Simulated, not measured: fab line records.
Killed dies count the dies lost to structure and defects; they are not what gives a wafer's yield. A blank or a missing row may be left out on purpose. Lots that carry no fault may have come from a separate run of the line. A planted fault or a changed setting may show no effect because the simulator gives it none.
Chamber matching :: flow nand harc :: 4 sister chambers for NHARC_A_BONDPAD_CMP_29 on cmp-01
The step polishes SiCN, target thk 200 nm. 4 wafers are shown with their chamber, then 8 later ones without.

EACH WAFER AND ITS CHAMBER
wafer: L115.4
chamber: 1
motor current A (A): 15.8

wafer: L117.1
chamber: 0
motor current A (A): 10.8

wafer: L117.5
chamber: 3
motor current A (A): 12.0

wafer: L118.1
chamber: 2
motor current A (A): 11.8

WAFERS WITHOUT THEIR CHAMBER
wafer: L118.2
motor current A (A): 11.0

wafer: L118.6
motor current A (A): 12.7

wafer: L121.2
motor current A (A): 12.7

wafer: L121.3
motor current A (A): 13.1

wafer: L121.5
motor current A (A): 15.4

wafer: L124.1
motor current A (A): 12.4

wafer: L124.3
motor current A (A): 11.0

wafer: L124.4
motor current A (A): 14.5

EACH ONE'S CHAMBER
wafer: L118.2
from the rows above: can't be placed: 0 or 2 or 3
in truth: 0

wafer: L118.6
from the rows above: can't be placed: 3 or 2 or 0
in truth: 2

wafer: L121.2
from the rows above: can't be placed: 3 or 2 or 0
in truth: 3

wafer: L121.3
from the rows above: can't be placed: 3 or 2 or 0
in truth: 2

wafer: L121.5
from the rows above: 1
in truth: 1

wafer: L124.1
from the rows above: can't be placed: 3 or 2 or 0
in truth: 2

wafer: L124.3
from the rows above: can't be placed: 0 or 2 or 3
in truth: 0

wafer: L124.4
from the rows above: can't be placed: 1 or 3 or 2
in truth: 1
Correct placement for 1 of the 8. Not placeable from these rows: 7 (in 7, the candidates include the true chamber). 0 placed wrongly.
How it was worked out, from the rows above alone: a wafer's distance from a chamber is the root of the sum, over the readings, of the square of ((its reading less the chamber's mean) divided by the reading's scatter). The wafer belongs to the nearest chamber; if the next one is less than 2 further off, it can't be placed. For every chamber, the mean is computed from those of its wafers that are shown. The scatter: with one shown wafer a chamber, the root of the mean of the squares of how far each hidden wafer lies from its nearest shown one.
